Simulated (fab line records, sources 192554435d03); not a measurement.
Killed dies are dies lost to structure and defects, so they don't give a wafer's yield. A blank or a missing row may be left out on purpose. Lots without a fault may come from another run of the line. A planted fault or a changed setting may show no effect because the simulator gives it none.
fab line records | flow n5_finfet
record lots=7 wafers=21
route steps=1938 shown BEOL_M6@1204 BEOL_M7@1263 BEOL_M8@1332 BEOL_M9@1427
start_h: hours from the record's first day to the start of the lot's first wafer shown | wait_h: hours since the lot's step before | " the same as in the row above | L1.1+2: a row that stands for several wafers | - no value, or no start given | * or withheld: withheld | < > ~ a bound
route shown NAME@n: a module of which the file shows steps, and the number in the route of the first | usual: mean/standard deviation of fault-free wafers | same: alike in all rows | chamber/n: place in a boat | sites: the reading at each site | _std_site: their standard deviation | _edge_site: outer sites' mean less inner sites' | radius_mm: how far each site lies from the wafer's centre | mask NAME#n: copy n | behind: the tool/chamber that last shaped the wafer | hold: why the lot was held/for how many hours/how that ended | device: the transistor (n, p or np) that didn't switch | end of line: the same wafers' tests at the end of the route | a step without rows: its recipe alone | killed: dies lost to structure and defects at the first sort, not the wafer's yield | map: a wafer's dies, x killed, . not, _ none there
set.NAME: the setting as run; set.NAME@STEP: as run at that earlier step | model.NAME: the simulator's own value behind a step, which no gauge read
lots whose settings were changed on purpose; a table a step, a row a wafer
## steps
# step N5_BEOL_M6_EXPOSE_08
# recipe mask_id=M6 na=1.35 source_shape=dipole sigma_inner=0.817 sigma_outer=0.97 polarization=te dose_mj=68.25
# columns lot.wafer tool chamber start_h wait_h mask set.dose_mj
L080.1+4+5 arfi_scanner-03 0 236.47 - M6#0 68.25
L083.1+4+5 arfi_scanner-01 0 264.86 - M6#0 68.25
L085.3 arfi_scanner-01 0 267.98 - M6#0 68.25
L085.5+6 " 0 " " M6#0 72.63
L087.1+2+6 arfi_scanner-01 0 292.44 - M6#0 68.25
L088.1 arfi_scanner-02 0 292.66 - M6#0 68.25
L088.2+6 " 0 " " M6#0 64.14
L095.1+3 arfi_scanner-01 0 323.27 - M6#0 68.25
L095.4 " 0 " " M6#0 72.26
L096.3+5+6 arfi_scanner-02 0 339.71 - M6#0 68.25
# step N5_BEOL_M6_PEB_09
# recipe peb_temp_c=withheld peb_time_s=60 resist=CAR-ArF
# step N5_BEOL_M6_DEVELOP_10
# recipe develop_time_s=30 developer=TMAH resist=CAR-ArF rinse_liquid=diw dry=air_spin dev_temp_c=23
# step N5_BEOL_M6_CD_MEAS_11
# recipe target_cd_nm=38.5 landing_energy_ev=500 detector=se_inlens polarity=opening
# usual cd_nm=38.6/0.47
# columns lot.wafer tool chamber start_h wait_h set.dose_mj@BEOL_M6_EXPOSE_08 cd_nm
L080.1 cd_sem-03 0 236.60 - 68.25 38.8
L080.4 " 0 " " 68.25 38.8
L080.5 " 0 " " 68.25 39.7
L083.1 cd_sem-01 0 264.99 - 68.25 38.2
L083.4 " 0 " " 68.25 38.8
L083.5 " 0 " " 68.25 38.3
L085.3 cd_sem-03 0 268.10 - 68.25 38.9
L085.5 " 0 " " 72.63 42.4
L085.6 " 0 " " 72.63 42.0
L087.1 cd_sem-03 0 292.56 - 68.25 38.6
L087.2 " 0 " " 68.25 38.6
L087.6 " 0 " " 68.25 38.9
L088.1 cd_sem-03 0 292.79 - 68.25 37.8
L088.2 " 0 " " 64.14 35.5
L088.6 " 0 " " 64.14 34.7
L095.1 cd_sem-02 0 323.39 - 68.25 38.4
L095.3 " 0 " " 68.25 38.7
L095.4 " 0 " " 72.26 42.4
L096.3 cd_sem-01 0 339.82 - 68.25 38.4
L096.5 " 0 " " 68.25 38.7
L096.6 " 0 " " 68.25 38.9
# step N5_BEOL_M6_DESCUM_16
# recipe chemistry=O2 time_s=7.9 source_power_w=50 bias_power_w=20 pressure_mtorr=20 rf_frequency_hz=2.712e+07 temp_c=40 resist=CAR-ArF o2_flow_sccm=225
# step N5_BEOL_M6_ETCH_61
# recipe chemistry=CF4 target=SiARC target_depth_a=455 mask_material=CAR-ArF time_s=75.8 ion_energy_ev=80 pressure_mtorr=40 source_w=545 bias_w=36 Ar_flow_sccm=100 cf4_flow_sccm=100 ends=cleared
# columns lot.wafer tool chamber start_h wait_h set.dose_mj@BEOL_M6_EXPOSE_08 model.BEOL_M6.cd_offset_nm
L080.1+4 rie_diel-01 1,2 236.91 0.0 68.25 0
L080.5 " 1 " " 68.25 1.2
L083.1 rie_diel-03 3 265.11 0.0 68.25 -0.4
L083.4 " 1 " " 68.25 0
L083.5 " 0 " " 68.25 -0.2
L085.3 rie_diel-03 2 268.30 0.0 68.25 0.8
L085.5 " 0 " " 72.63 3.8
L085.6 " 3 " " 72.63 3.2
L087.1+2 rie_diel-06 3,0 292.69 0.0 68.25 0.4
L087.6 " 2 " " 68.25 0.2
L088.1 rie_diel-01 2 293.12 0.0 68.25 -0.8
L088.2 " 3 " " 64.14 -3
L088.6 " 3 " " 64.14 -3.2
L095.1 rie_diel-01 0 323.65 0.0 68.25 0
L095.3 " 1 " " 68.25 0.2
L095.4 " 2 " " 72.26 3.8
L096.3 rie_diel-06 2 339.96 0.0 68.25 -0.4
L096.5 " 0 " " 68.25 0.2
L096.6 " 1 " " 68.25 0
# step N5_BEOL_M6_ETCH_62
# recipe chemistry=N2/H2 target=SOC target_depth_a=1100 overetch_a=220 mask_material=SiARC temp_c=40 time_s=165 ion_energy_ev=200 pressure_mtorr=30 source_w=840 bias_w=150 n2_flow_sccm=200 h2_flow_sccm=200
# columns lot.wafer tool chamber start_h wait_h set.time_s set.dose_mj@BEOL_M6_EXPOSE_08 model.BEOL_M6.cd_offset_nm
L080.1 rie_diel-01 1 236.96 0.0 165 68.25 0
L080.4 " 2 " " 165 68.25 -0.2
L080.5 " 1 " " 165 68.25 1.2
L083.1 rie_diel-03 3 265.17 0.0 142.6 68.25 -1.2
L083.4 " 1 " " 165 68.25 -0.2
L083.5 " 0 " " 165 68.25 0
L085.3 rie_diel-03 2 268.36 0.0 182.2 68.25 1
L085.5 " 0 " " 165 72.63 4
L085.6 " 3 " " 165 72.63 3
L087.1 rie_diel-06 3 292.75 0.0 132.7 68.25 -0.2
L087.2 " 0 " " 132.7 68.25 -0.6
L087.6 " 2 " " 132.7 68.25 -0.8
L088.1 rie_diel-01 2 293.18 0.0 155.7 68.25 -1.2
L088.2 " 3 " " 165 64.14 -2.8
L088.6 " 3 " " 165 64.14 -3.2
L095.1 rie_diel-01 0 323.71 0.0 165 68.25 0.4
L095.3 " 1 " " 174.8 68.25 0.4
L095.4 " 2 " " 174.8 72.26 3.8
L096.3 rie_diel-06 2 340.02 0.0 165 68.25 -0.4
L096.5 " 0 " " 192.7 68.25 0.6
L096.6 " 1 " " 165 68.25 0
# step N5_BEOL_M6_STRIP_68
# recipe chemistry=N2/H2 temp_c=40 n2_flow_sccm=200 h2_flow_sccm=200 rf_frequency_hz=6e+07
# step N5_BEOL_M6_STRIP_67
# recipe chemistry=CF4 resist=SiARC power_w=300 bias_power_w=75 pressure_mtorr=50 cf4_flow_sccm=150 rf_frequency_hz=6e+07
# step N5_BEOL_M6_HM_OPEN_17
# recipe chemistry=Cl2/BCl3 target_depth_a=200 overetch_a=60 target=TiN mask_material=SOC ion_energy_ev=150 pressure_mtorr=10 icp_w=1000 bias_w=126 Cl2_flow_sccm=53.25 bcl3_flow_sccm=21.75 Ar_flow_sccm=25
# columns lot.wafer tool chamber start_h wait_h set.dose_mj@BEOL_M6_EXPOSE_08 set.time_s@BEOL_M6_ETCH_62 model.etch.depth_nm model.BEOL_M6.cd_offset_nm
L080.1 rie_metal-03 1 237.15 0.0 68.25 165 20.02 0
L080.4 " 0 " " 68.25 165 20.01 -0.2
L080.5 " 1 " " 68.25 165 20.03 1.2
L083.1 rie_metal-02 0 265.35 0.0 68.25 142.6 19.85 -1
L083.4 " 1 " " 68.25 165 20.14 -0.2
L083.5 " 1 " " 68.25 165 19.98 0
L085.3 rie_metal-02 0 268.57 0.1 68.25 182.2 18.45 1.2
L085.5 " 1 " " 72.63 165 20.23 4
L085.6 " 0 " " 72.63 165 20.08 3.2
L087.1 rie_metal-01 1 292.94 0.0 68.25 132.7 20.45 -0.2
L087.2 " 0 " " 68.25 132.7 20.38 -0.4
L087.6 " 1 " " 68.25 132.7 20.41 -0.6
L088.1 rie_metal-01 0 293.37 0.0 68.25 155.7 20.19 -1.2
L088.2 " 1 " " 64.14 165 20.12 -3
L088.6 " 0 " " 64.14 165 19.88 -3.2
L095.1 rie_metal-01 0 323.89 0.0 68.25 165 19.35 0.4
L095.3 " 0 " " 68.25 174.8 18.62 0.4
L095.4 " 1 " " 72.26 174.8 18.58 3.6
L096.3 rie_metal-03 1 340.23 0.1 68.25 165 19.6 -0.6
L096.5 " 1 " " 68.25 192.7 17.02 0.4
L096.6 " 0 " " 68.25 165 19.82 0
# step N5_BEOL_M6_STRIP_19
# recipe chemistry=O2 power_w=400 temp_c=40 pressure_mtorr=30 rf_frequency_hz=6e+07 bias_power_w=0 overash_fraction=0.2 o2_flow_sccm=225
# step N5_BEOL_M6_CD_MEAS_18
# recipe pitch_nm=80 target_cd_nm=40
# usual cd_nm=40.1/0.6
# columns lot.wafer tool chamber start_h wait_h set.dose_mj@BEOL_M6_EXPOSE_08 cd_nm
L080.1 cd_sem-02 - 237.51 0.0 68.25 40.2
L080.4 " - " " 68.25 39.8
L080.5 " - " " 68.25 41.1
L083.1 cd_sem-03 - 265.54 0.0 68.25 38.7
L083.4 " - " " 68.25 39.8
L083.5 " - " " 68.25 39.9
L085.3 cd_sem-01 - 268.84 0.1 68.25 41.4
L085.5 " - " " 72.63 44.2
L085.6 " - " " 72.63 43.2
L087.1 cd_sem-01 - 293.12 0.0 68.25 39.5
L087.2 " - " " 68.25 39.4
L087.6 " - " " 68.25 39.6
L088.1 cd_sem-01 - 293.55 0.0 68.25 39.0
L088.2 " - " " 64.14 37.4
L088.6 " - " " 64.14 37.1
L095.1 cd_sem-03 - 324.07 0.0 68.25 40.3
L095.3 " - " " 68.25 40.2
L095.4 " - " " 72.26 43.7
L096.3 cd_sem-03 - 340.39 0.1 68.25 39.3
L096.5 " - " " 68.25 40.4
L096.6 " - " " 68.25 40.2
# step N5_BEOL_M7_ILD_DEP_00
# recipe material=SiCOH_lowk target_thk_a=1797.5 temp_c=300 precursor=DEMS/porogen pressure_torr=5 rf_w=500 time_s=33.4
# columns lot.wafer tool chamber start_h wait_h set.time_s model.SiCOH_lowk_of_BEOL_M7_ILD_DEP_00.thk_nm
L080.1 pecvd-02 2 245.05 0.0 33.4 174.8
L080.4 " 0 " " 33.4 179
L080.5 " 1 " " 33.4 182
L083.1 pecvd-02 2 271.38 0.0 33.4 174.2
L083.4 " 2 " " 33.4 179
L083.5 " 0 " " 34.87 185
L085.3 pecvd-01 1 274.97 0.0 32.07 173.2
L085.5 " 2 " " 32.07 173
L085.6 " 1 " " 33.4 183.2
L087.1 pecvd-01 1 301.89 0.0 31.49 170.8
L087.2 " 2 " " 33.4 179.6
L087.6 " 2 " " 31.49 171.8
L088.1 pecvd-01 0 302.65 0.0 33.4 177.8
L088.2 " 2 " " 31.65 170.8
L088.6 " 1 " " 33.4 183.6
L095.1 pecvd-04 0 328.66 0.0 33.4 175.4
L095.3 " 1 " " 37.14 197.2
L095.4 " 2 " " 33.4 177.8
L096.3 pecvd-04 2 345.71 0.0 33.4 176.2
L096.5 " 1 " " 37.96 204.4
L096.6 " 2 " " 37.96 201
# step N5_BEOL_M7_CURE_74
# recipe temp_c=385 time_s=240 ambient=He/Ar material=SiCOH_lowk
# columns lot.wafer tool chamber start_h wait_h set.time_s@BEOL_M7_ILD_DEP_00 model.SiCOH_lowk_of_BEOL_M7_ILD_DEP_00.thk_nm
L080.1 uv_cure-03 2 245.12 0.0 33.4 150.6
L080.4 " 2 " " 33.4 154.4
L080.5 " 2 " " 33.4 157
L083.1 uv_cure-03 0 271.99 0.6 33.4 150.2
L083.4 " 0 " " 33.4 154.4
L083.5 " 0 " " 34.87 159.4
L085.3 uv_cure-03 2 275.25 0.3 32.07 149.4
L085.5 " 2 " " 32.07 149
L085.6 " 2 " " 33.4 158
L087.1 uv_cure-01 2 301.95 0.0 31.49 147.2
L087.2 " 2 " " 33.4 154.8
L087.6 " 2 " " 31.49 148
L088.1 uv_cure-03 0 302.81 0.1 33.4 153.4
L088.2 " 0 " " 31.65 147.2
L088.6 " 0 " " 33.4 158.4
L095.1 uv_cure-03 0 329.18 0.5 33.4 151.2
L095.3 " 0 " " 37.14 170.2
L095.4 " 0 " " 33.4 153.2
L096.3 uv_cure-01 2 345.94 0.2 33.4 152
L096.5 " 2 " " 37.96 176.6
L096.6 " 2 " " 37.96 173.6
# step N5_BEOL_M7_THK_MEAS_01
# recipe reads=SiCOH_lowk_of_BEOL_M7_ILD_DEP_00
# usual M7_ILD_THK=155.0/2.2
# columns lot.wafer tool chamber start_h wait_h set.time_s@BEOL_M7_ILD_DEP_00 M7_ILD_THK[nm]
L080.1 film_metro-01 - 246.11 0.8 33.4 150.6
L080.4 " - " " 33.4 154.4
L080.5 " - " " 33.4 157.1
L083.1 film_metro-01 - 272.98 0.8 33.4 150.1
L083.4 " - " " 33.4 154.3
L083.5 " - " " 34.87 159.6
L085.3 film_metro-02 - 275.61 0.3 32.07 149.4
L085.5 " - " " 32.07 149.3
L085.6 " - " " 33.4 157.9
L087.1 film_metro-01 - 302.94 0.8 31.49 147.2
L087.2 " - " " 33.4 154.9
L087.6 " - " " 31.49 148.1
L088.1 film_metro-02 - 303.32 0.4 33.4 153.3
L088.2 " - " " 31.65 147.3
L088.6 " - " " 33.4 158.2
L095.1 film_metro-01 - 329.69 0.4 33.4 151.2
L095.3 " - " " 37.14 170.0
L095.4 " - " " 33.4 153.2
L096.3 film_metro-01 - 346.29 0.3 33.4 151.9
L096.5 " - " " 37.96 176.8
L096.6 " - " " 37.96 173.5
# step N5_BEOL_M7_COAT_05
# recipe resist=CAR-ArF spin_rpm=1500 resist_thk_nm=90
# columns lot.wafer tool chamber start_h wait_h set.spin_rpm model.CAR-ArF_of_BEOL_M7_COAT_05.thk_nm
L080.1+4 litho_track-01 0 - - 1500 90
L080.5 " 0 " " 1500 90.4
L083.1 litho_track-04 0 - - 1500 89.8
L083.4+5 " 0 " " 1500 90
L085.3 litho_track-04 0 - - 1500 90
L085.5+6 " 0 " " 1500 90.2
L087.1 litho_track-05 0 - - 1361 94.8
L087.2 " 0 " " 1500 90.2
L087.6 " 0 " " 1500 90
L088.1 litho_track-01 0 - - 1637 86.2
L088.2 " 0 " " 1500 89.8
L088.6 " 0 " " 1637 86
L095.1+3+4 litho_track-05 0 - - 1564 88.4
L096.3+5 litho_track-01 0 - - 1500 90.2
L096.6 " 0 " " 1402 93.4
# step N5_BEOL_M8_ILD_DEP_00
# recipe material=SiCOH_lowk target_thk_a=1797.5 temp_c=300 precursor=DEMS/porogen pressure_torr=5 rf_w=500 time_s=33.4
# columns lot.wafer tool chamber start_h wait_h set.time_s model.SiCOH_lowk_of_BEOL_M8_ILD_DEP_00.thk_nm
L080.1 pecvd-03 2 256.09 0.0 33.4 173.8
L080.4 " 2 " " 33.4 179.4
L080.5 " 0 " " 33.4 180.8
L083.1 pecvd-01 1 282.01 0.0 30.16 163.4
L083.4 " 0 " " 33.4 180.6
L083.5 " 1 " " 30.16 165.2
L085.3 pecvd-04 2 282.47 0.0 33.4 176.2
L085.5 " 0 " " 33.4 181.2
L085.6 " 2 " " 33.4 181
L087.1 pecvd-04 0 311.68 0.0 33.4 175
L087.2 " 1 " " 37.08 195.2
L087.6 " 0 " " 37.08 197.4
L088.1 pecvd-03 2 311.90 0.0 35.56 185.2
L088.2 " 0 " " 35.56 190.4
L088.6 " 1 " " 33.4 177.8
L095.1 pecvd-04 2 340.30 0.0 38.06 205.2
L095.3 " 1 " " 33.4 179.8
L095.4 " 1 " " 38.06 207.2
L096.3 pecvd-04 0 356.76 0.0 29.45 156.6
L096.5 " 2 " " 29.45 161.4
L096.6 " 0 " " 33.4 180.4
# step N5_BEOL_M8_CURE_74
# recipe temp_c=385 time_s=240 ambient=He/Ar material=SiCOH_lowk
# columns lot.wafer tool chamber start_h wait_h set.time_s@BEOL_M8_ILD_DEP_00 model.SiCOH_lowk_of_BEOL_M8_ILD_DEP_00.thk_nm
L080.1 uv_cure-03 2 256.16 0.0 33.4 149.8
L080.4 " 2 " " 33.4 154.6
L080.5 " 2 " " 33.4 155.8
L083.1 uv_cure-03 1 282.08 0.0 30.16 140.8
L083.4 " 1 " " 33.4 155.6
L083.5 " 1 " " 30.16 142.4
L085.3 uv_cure-03 0 283.02 0.5 33.4 152
L085.5 " 0 " " 33.4 156.4
L085.6 " 0 " " 33.4 156
L087.1 uv_cure-01 1 311.88 0.2 33.4 151
L087.2 " 1 " " 37.08 168.4
L087.6 " 1 " " 37.08 170.4
L088.1 uv_cure-02 2 311.97 0.0 35.56 159.6
L088.2 " 2 " " 35.56 164.4
L088.6 " 2 " " 33.4 153.2
L095.1 uv_cure-01 1 340.36 0.0 38.06 177.2
L095.3 " 1 " " 33.4 155
L095.4 " 1 " " 38.06 178.8
L096.3 uv_cure-03 2 356.98 0.2 29.45 134.8
L096.5 " 2 " " 29.45 139.2
L096.6 " 2 " " 33.4 155.6
# step N5_BEOL_M8_THK_MEAS_01
# recipe reads=SiCOH_lowk_of_BEOL_M8_ILD_DEP_00
# usual M8_ILD_THK=155.1/2.2
# columns lot.wafer tool chamber start_h wait_h set.time_s@BEOL_M8_ILD_DEP_00 M8_ILD_THK[nm]
L080.1 film_metro-01 - 256.67 0.4 33.4 149.8
L080.4 " - " " 33.4 154.6
L080.5 " - " " 33.4 155.8
L083.1 film_metro-01 - 282.59 0.4 30.16 141.0
L083.4 " - " " 33.4 155.6
L083.5 " - " " 30.16 142.3
L085.3 film_metro-01 - 283.37 0.3 33.4 152.0
L085.5 " - " " 33.4 156.4
L085.6 " - " " 33.4 156.1
L087.1 film_metro-01 - 312.39 0.4 33.4 150.8
L087.2 " - " " 37.08 168.4
L087.6 " - " " 37.08 170.6
L088.1 film_metro-02 - 312.48 0.4 35.56 159.7
L088.2 " - " " 35.56 164.3
L088.6 " - " " 33.4 153.2
L095.1 film_metro-02 - 340.88 0.4 38.06 177.0
L095.3 " - " " 33.4 155.3
L095.4 " - " " 38.06 178.8
L096.3 film_metro-02 - 357.34 0.3 29.45 134.8
L096.5 " - " " 29.45 139.1
L096.6 " - " " 33.4 155.5
# step N5_BEOL_M9_COAT_75
# recipe resist=underlayer temp_c=205 time_s=60 spin_rpm=1500 resist_thk_nm=5
# columns lot.wafer tool chamber start_h wait_h set.spin_rpm
L080.1+4+5 litho_track-02 0 - - 1500
L083.1+4+5 litho_track-01 0 - - 1500
L085.3+5 litho_track-01 0 - - 1500
L085.6 " 0 " " 1338
L088.1 litho_track-02 0 - - 1500
L088.2+6 " 0 " " 1368
L087.1+2+6 litho_track-01 0 - - 1500
L095.1 litho_track-01 0 - - 1500
L095.3+4 " 0 " " 1628
L096.3+6 litho_track-04 0 - - 1500
L096.5 " 0 " " 1563
# step N5_BEOL_M9_COAT_22
# recipe resist=CAR-EUV spin_rpm=1500 resist_thk_nm=30
# step N5_BEOL_M9_EBR_24
# recipe solvent=PGMEA ebr_width_mm=1.5
# step N5_BEOL_M9_DESCUM_33
# recipe chemistry=O2 time_s=7 source_power_w=50 bias_power_w=20 pressure_mtorr=20 rf_frequency_hz=2.712e+07 temp_c=40 resist=CAR-EUV o2_flow_sccm=225
# step N5_BEOL_M9_ETCH_76
# recipe chemistry=N2/H2 target=underlayer target_depth_a=65 mask_material=CAR-EUV time_s=5.2 ion_energy_ev=200 pressure_mtorr=30 source_w=840 bias_w=150 n2_flow_sccm=200 h2_flow_sccm=200 ends=cleared
# columns lot.wafer tool chamber start_h wait_h set.spin_rpm@BEOL_M9_COAT_75 model.etch.depth_nm
L080.1 rie_diel-05 0 266.82 0.0 1500 4.982
L080.4 " 1 " " 1500 4.99
L080.5 " 2 " " 1500 5.002
L083.1 rie_diel-04 1 298.63 0.0 1500 4.985
L083.4 " 2 " " 1500 4.997
L083.5 " 0 " " 1500 4.995
L085.3 rie_diel-02 1 299.35 0.0 1500 4.996
L085.5 " 3 " " 1500 4.994
L085.6 " 0 " " 1338 5.29
L088.1 rie_diel-04 1 322.68 0.0 1500 5.006
L088.2 " 0 " " 1368 5.251
L088.6 " 1 " " 1368 5.234
L087.1 rie_diel-05 2 325.40 0.0 1500 5.011
L087.2 " 0 " " 1500 5.027
L087.6 " 3 " " 1500 5.004
L095.1 rie_diel-05 1 358.74 0.0 1500 5.015
L095.3 " 3 " " 1628 4.795
L095.4 " 2 " " 1628 4.798
L096.3 rie_diel-02 2 372.59 0.0 1500 4.992
L096.5 " 0 " " 1563 4.887
L096.6 " 1 " " 1500 4.99
## key
split step=N5_BEOL_M6_EXPOSE_08 setting=dose_mj stated=68.25 by=wafer
response step=N5_BEOL_M6_CD_MEAS_11 reading=cd_nm change=+0.534 per=1% r=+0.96
response step=N5_BEOL_M6_ETCH_61 reading=model.BEOL_M6.cd_offset_nm change=+0.473 per=1% r=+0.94
response step=N5_BEOL_M6_ETCH_62 reading=model.BEOL_M6.cd_offset_nm change=+0.419 per=1% r=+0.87
response step=N5_BEOL_M6_HM_OPEN_17 reading=model.BEOL_M6.cd_offset_nm change=+0.408 per=1% r=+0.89
response step=N5_BEOL_M6_CD_MEAS_18 reading=cd_nm change=+0.397 per=1% r=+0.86
split step=N5_BEOL_M6_ETCH_62 setting=time_s stated=165 by=wafer
response step=N5_BEOL_M6_HM_OPEN_17 reading=model.etch.depth_nm shape=bent at_lowest=20.42 at_stated=19.94 at_highest=17.02
split step=N5_BEOL_M7_ILD_DEP_00 setting=time_s stated=33.4 by=wafer
response step=N5_BEOL_M7_ILD_DEP_00 reading=model.SiCOH_lowk_of_BEOL_M7_ILD_DEP_00.thk_nm change=+1.89 per=1% r=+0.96
response step=N5_BEOL_M7_CURE_74 reading=model.SiCOH_lowk_of_BEOL_M7_ILD_DEP_00.thk_nm change=+1.65 per=1% r=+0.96
response step=N5_BEOL_M7_THK_MEAS_01 reading=M7_ILD_THK change=+1.65 per=1% r=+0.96
split step=N5_BEOL_M7_COAT_05 setting=spin_rpm stated=1500 by=wafer
response step=N5_BEOL_M7_COAT_05 reading=model.CAR-ArF_of_BEOL_M7_COAT_05.thk_nm change=-0.464 per=1% r=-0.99
split step=N5_BEOL_M8_ILD_DEP_00 setting=time_s stated=33.4 by=wafer
response step=N5_BEOL_M8_ILD_DEP_00 reading=model.SiCOH_lowk_of_BEOL_M8_ILD_DEP_00.thk_nm change=+1.82 per=1% r=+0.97
response step=N5_BEOL_M8_CURE_74 reading=model.SiCOH_lowk_of_BEOL_M8_ILD_DEP_00.thk_nm change=+1.58 per=1% r=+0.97
response step=N5_BEOL_M8_THK_MEAS_01 reading=M8_ILD_THK change=+1.57 per=1% r=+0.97
split step=N5_BEOL_M9_COAT_75 setting=spin_rpm stated=1500 by=wafer
response step=N5_BEOL_M9_ETCH_76 reading=model.etch.depth_nm change=-0.0266 per=1% r=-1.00
